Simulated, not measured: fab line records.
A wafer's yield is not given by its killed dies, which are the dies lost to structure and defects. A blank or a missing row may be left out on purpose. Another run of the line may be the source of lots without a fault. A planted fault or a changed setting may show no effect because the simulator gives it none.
Which tool was responsible? | flow nand-harc | 18 wafers from 6 lots sampled at 4 of the route's 1302 steps

WHAT THE GAUGES READ, wafer by wafer
NHARC_A_ONON_D2_THK_MEAS_02: measures by ellipsometry.
lot  | measured     | on            | thk-nm (nm)
L521 | day 13 08:38 | film-metro-01 | 999 1000 998
L523 | day 14 11:58 | film-metro-02 | 1001 1001 1002
L524 | day 14 20:56 | film-metro-01 | 1000 1002 1001
L528 | day 16 15:41 | film-metro-01 | 999 998 1000
L529 | day 17 06:06 | film-metro-02 | 998 997 997
L541 | day 21 19:04 | film-metro-02 | 992 994 993

TOOL THAT RAN EACH LOT (tool first, then ch and the chambers of the sampled wafers, then the start)
lot  | NHARC_A_CHANNEL_FILL_D1_STRIP_29              | NHARC_A_DECK1_JOINT_DEP_16    | NHARC_A_ONON_D2_DEP_00
L521 | rie-diel-10 ch 1,3, day 13 07:46 or earlier   | pecvd-02 ch 1,2, day 13 07:46 | pecvd-onon-04 ch 0, day 13 08:11
L523 | rie-diel-02 ch 0,3, day 14 11:04 or earlier   | pecvd-02 ch 0,1, day 14 11:04 | pecvd-onon-02 ch 0, day 14 11:34
L524 | rie-diel-13 ch 1,2,3, day 14 20:07 or earlier | pecvd-02 ch 1,2, day 14 20:07 | pecvd-onon-04 ch 0, day 14 20:29
L528 | rie-diel-02 ch 1,2, day 16 14:47 or earlier   | pecvd-02 ch 1,2, day 16 14:47 | pecvd-onon-04 ch 0, day 16 15:17
L529 | rie-diel-10 ch 1,2, day 15 10:56              | pecvd-04 ch 1,2, day 17 05:13 | pecvd-onon-02 ch 0, day 17 05:39
L541 | rie-diel-13 ch 0,3, day 21 18:08 or earlier   | pecvd-02 ch 1,2, day 21 18:08 | pecvd-onon-03 ch 0, day 21 18:37
- NHARC_A_CHANNEL_FILL_D1_STRIP_29: strips in O2, time 20 s.
- NHARC_A_DECK1_JOINT_DEP_16: deposits SiO2, target thk 45 nm.
- NHARC_A_ONON_D2_DEP_00: target thk 1000 nm.

THE ANSWER, worked out from the rows above alone
Rule: the lots themselves supply what counts as usual. The widest of any qualifying gaps counts: lots, ordered by their means at a reading, are off when they make up no more than a third of the lots, leave a main group of 4 or more, and stand apart from it by 3 or more times the standard deviation of that group's means. The tables above print the reading to a certain number of digits; a main group whose means all agree to those digits is not used. A lot without any number at a reading at which 4 lots or more have one is off too. Any other lot the step has rows for is counted as sound.
None of the lots is off at any reading shown; this tells nothing.

WHAT THE SIMULATOR PUT IN
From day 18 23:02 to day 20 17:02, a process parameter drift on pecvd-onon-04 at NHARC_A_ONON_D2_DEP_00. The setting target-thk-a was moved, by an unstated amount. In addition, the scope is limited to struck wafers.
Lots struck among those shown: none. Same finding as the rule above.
